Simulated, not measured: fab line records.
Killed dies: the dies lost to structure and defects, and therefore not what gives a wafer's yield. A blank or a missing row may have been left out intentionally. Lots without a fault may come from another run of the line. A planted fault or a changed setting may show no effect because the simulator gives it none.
Shared-tool check    flow nand-harc    3 lots and 9 wafers in the sample

WHAT PROMPTED THE OPENING
At NHARC_END_SORT_01 the reading killed-at-periphery is flagged on 2 of 3 lots. No-fault wafers: 3.2, standard deviation 2.3.
Rule: a lot gets a flag if all its wafers with a number sit over 4 standard deviations from that mean, or if no wafer of it has a number. The rest of the lots are taken to be sound.

lot   measured      on         killed-at-periphery, wafer by wafer  flag
L644  day 21 11:17  prober-01  2 6 2                                
L652  day 23 22:32  prober-02  119 112 112                          FLAGGED
L654  day 24 12:14  prober-01  90 98 88                             FLAGGED
Average over the flagged lots: 103.2; offset from the usual +100.0, equal to +43 standard deviations.

TOOL THAT RAN EACH LOT
The record holds 4 process steps before the reading, out of a route of 1159 steps. Read each cell as the tool, then ch plus the chambers that the sampled wafers visited, then the start.
lot   flag     NHARC_P_M2_STRIP_18               NHARC_A_M1_DEGAS_29           NHARC_A_M1_PVD_21                        NHARC_A_BONDPAD_CMP_29
L644           rie-diel-05 ch 0,1, day 8 20:57   pvd-sputter-01, day 20 04:31  pvd-sputter-01, day 20 07:14 or earlier  cmp-02 ch 1,2,3, day 20 07:14
L652  FLAGGED  rie-diel-09 ch 0,3, day 10 21:10  pvd-sputter-03, day 22 04:29  pvd-sputter-03, day 22 07:12 or earlier  cmp-02 ch 1,3, day 22 07:12
L654  FLAGGED  rie-diel-09 ch 1,3, day 11 06:55  pvd-sputter-03, day 22 23:03  pvd-sputter-03, day 23 01:46 or earlier  cmp-03 ch 1,3, day 23 01:46
What is done by these steps:
- NHARC_P_M2_STRIP_18: strips in N2/H2.
- NHARC_A_M1_DEGAS_29: time 60 s.
- NHARC_A_M1_PVD_21: deposits Cu, target thk 30 nm, time 20.49 s.
- NHARC_A_BONDPAD_CMP_29: polishes SiCN, target thk 200 nm.
- NHARC_END_SORT_01

FLAGGED AGAINST TOTAL, ONE TOOL AT A TIME (gauges that did the reading follow at the end)
step                    tool            lots run  flagged  share of the flagged lots  sound lots run after its first flagged lot
NHARC_P_M2_STRIP_18     rie-diel-05     1         0        none                       -
NHARC_P_M2_STRIP_18     rie-diel-09     2         2        all                        0
NHARC_A_M1_DEGAS_29     pvd-sputter-01  1         0        none                       -
NHARC_A_M1_DEGAS_29     pvd-sputter-03  2         2        all                        0
NHARC_A_M1_PVD_21       pvd-sputter-01  1         0        none                       -
NHARC_A_M1_PVD_21       pvd-sputter-03  2         2        all                        0
NHARC_A_BONDPAD_CMP_29  cmp-02          2         1        some                       0
NHARC_A_BONDPAD_CMP_29  cmp-03          1         1        some                       0
NHARC_END_SORT_01       prober-01       2         1        some                       0
NHARC_END_SORT_01       prober-02       1         1        some                       0
With no start given for some of its lots, NHARC_A_M1_PVD_21 uses the hours and lot order of NHARC_A_BONDPAD_CMP_29.

WHAT IS ALLOWED BY THE TABLE
All flagged lots were run by 3 table rows, namely rie-diel-09 at NHARC_P_M2_STRIP_18, pvd-sputter-03 at NHARC_A_M1_DEGAS_29, pvd-sputter-03 at NHARC_A_M1_PVD_21.
- rie-diel-09 at NHARC_P_M2_STRIP_18: 2 of its 2 lots flagged. With no sound lot run before its first flagged lot in this sample, there is nothing to narrow down the start.
- pvd-sputter-03 at NHARC_A_M1_DEGAS_29: 2 of its 2 lots flagged. With no sound lot run before its first flagged lot in this sample, there is nothing to narrow down the start.
- pvd-sputter-03 at NHARC_A_M1_PVD_21: 2 of its 2 lots flagged. With no sound lot run before its first flagged lot in this sample, there is nothing to narrow down the start.
These 2 tools cannot be told apart by counting lots, since each of them fits a fault that started at some hour. More lots, or a look at what each step does to the wafer, might.

WHAT WAS PUT IN BY THE SIMULATOR
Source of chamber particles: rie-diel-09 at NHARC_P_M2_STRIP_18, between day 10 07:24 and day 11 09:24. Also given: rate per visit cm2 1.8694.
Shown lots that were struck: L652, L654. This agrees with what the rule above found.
